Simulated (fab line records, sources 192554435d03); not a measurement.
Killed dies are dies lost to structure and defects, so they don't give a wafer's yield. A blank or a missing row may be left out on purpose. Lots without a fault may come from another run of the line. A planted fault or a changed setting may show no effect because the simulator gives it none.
Chamber matching | flow n5_finfet | N5_BEOL_M1_ETCH_63 on rie_diel-03: 4 sister chambers
The step etches SiARC in CF4, target depth 15.6 nm, time 26 s. 8 wafers are shown with their chamber, then 7 later ones without.

WAFERS WITH THEIR CHAMBER
wafer  | chamber | drypump_motor_current_A (A) | showerhead_plenum_p_Torr (Torr)
L074.5 | 2       | 6.6                         | 2.21
L076.1 | 2       | 6.6                         | 2.21
L076.3 | 1       | 4.9                         | 2.26
L076.4 | 3       | 5.5                         | 2.11
L083.1 | 1       | 4.9                         | 2.25
L083.5 | 0       | 5.6                         | 2.11
L084.1 | 0       | 5.6                         | 2.11
L084.2 | 3       | 5.4                         | 2.11

WAFERS WITHOUT THEIR CHAMBER
wafer  | drypump_motor_current_A (A) | showerhead_plenum_p_Torr (Torr)
L084.4 | 6.6                         | 2.21
L085.2 | 6.6                         | 2.20
L085.5 | 5.4                         | 2.11
L085.6 | 4.9                         | 2.25
L088.3 | 5.4                         | 2.11
L088.5 | 4.9                         | 2.25
L088.6 | 6.6                         | 2.20

WHICH CHAMBER EACH WENT THROUGH
wafer  | from the rows above | in truth
L084.4 | 2                   | 2
L085.2 | 2                   | 2
L085.5 | 3                   | 3
L085.6 | 1                   | 1
L088.3 | 3                   | 3
L088.5 | 1                   | 1
L088.6 | 2                   | 2
Placed correctly: 7 of 7. Can't be placed from these rows: 0. Placed wrongly: 0.
How it was worked out, from the rows above alone: a wafer's distance from a chamber is the root of the sum, over the readings, of the square of ((its reading less the chamber's mean) divided by the reading's scatter). The wafer belongs to the nearest chamber; if the next one is less than 2 further off, it can't be placed. A chamber's mean is the mean of its shown wafers. The scatter: the root of (the sum of the squares of (reading less its chamber's mean) over the shown wafers, divided by (wafers less chambers)).
